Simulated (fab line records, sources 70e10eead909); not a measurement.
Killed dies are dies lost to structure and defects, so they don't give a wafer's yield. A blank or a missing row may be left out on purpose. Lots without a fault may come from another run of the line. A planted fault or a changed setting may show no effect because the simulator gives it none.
Chamber matching | flow nand_harc | NHARC_THIN_TSV_DESCUM_14 on rie_diel-09: 4 sister chambers
The step chemistry O2, time 3 s. 18 wafers are shown with their chamber, then 9 later ones without.

WAFERS WITH THEIR CHAMBER
wafer  | chamber | showerhead_plenum_p_Torr (Torr) | drypump_motor_current_A (A) | oes_product_au (a.u.)
L725.2 | 0       | 1.90                            | 5.7                         | 0.993
L725.3 | 3       | 1.79                            | 6.0                         | 1.001
L725.6 | 3       | 1.79                            | 6.0                         | 1.005
L727.3 | 2       | 1.78                            | 5.5                         | 0.991
L727.4 | 0       | 1.90                            | 5.7                         | 0.981
L727.5 | 1       | 1.82                            | 5.5                         | 0.993
L731.2 | 3       | 1.79                            | 5.9                         | 0.997
L731.3 | 1       | 1.82                            | 5.5                         | 1.001
L731.4 | 2       | 1.77                            | 5.5                         | 0.990
L730.1 | 3       | 1.79                            | 6.0                         | 0.984
L730.4 | 2       | 1.78                            | 5.5                         | 0.988
L730.5 | 2       | 1.77                            | 5.5                         | 0.983
L732.2 | 1       | 1.82                            | 5.5                         | 1.001
L732.3 | 2       | 1.77                            | 5.5                         | 0.995
L732.5 | 1       | 1.82                            | 5.5                         | 1.008
L733.1 | 2       | 1.78                            | 5.5                         | 0.982
L733.2 | 0       | 1.90                            | 5.7                         | 0.990
L733.4 | 1       | 1.82                            | 5.5                         | 0.991

SIGNATURES (means of the wafers above)
reading                  | chamber 0 | chamber 1 | chamber 2 | chamber 3 | scatter within a chamber
showerhead_plenum_p_Torr | 1.9000    | 1.8200    | 1.7750    | 1.7900    | 0.00327
drypump_motor_current_A  | 5.700     | 5.500     | 5.500     | 5.975     | 0.0231
oes_product_au           | 0.98800   | 0.99880   | 0.98817   | 0.99675   | 0.00675
Rule: a wafer's distance from a chamber is the root of the sum, over the readings, of the square of ((its reading less the chamber's mean) divided by the reading's scatter). The wafer belongs to the nearest chamber; if the next one is less than 2 further off, it can't be placed. The scatter: the root of (the sum of the squares of (reading less its chamber's mean) over the shown wafers, divided by (wafers less chambers)).

WAFERS WITHOUT THEIR CHAMBER
wafer  | showerhead_plenum_p_Torr (Torr) | drypump_motor_current_A (A) | oes_product_au (a.u.)
L741.1 | 1.79                            | 6.0                         | 0.994
L741.2 | 1.82                            | 5.5                         | 0.994
L741.6 | 1.82                            | 5.5                         | 1.004
L743.1 | 1.77                            | 5.5                         | 0.997
L743.4 | 1.79                            | 6.0                         | 1.002
L743.5 | 1.82                            | 5.5                         | 1.005
L746.4 | 1.81                            | 5.5                         | 1.000
L746.5 | 1.77                            | 5.5                         | 1.000
L746.6 | 1.79                            | 6.0                         | 0.998

WHICH CHAMBER EACH WENT THROUGH
wafer  | from the rows above | in truth
L741.1 | 3                   | 3
L741.2 | 1                   | 1
L741.6 | 1                   | 1
L743.1 | 2                   | 2
L743.4 | 3                   | 3
L743.5 | 1                   | 1
L746.4 | 1                   | 1
L746.5 | 2                   | 2
L746.6 | 3                   | 3
Placed correctly: 9 of 9. Can't be placed from these rows: 0. Placed wrongly: 0.
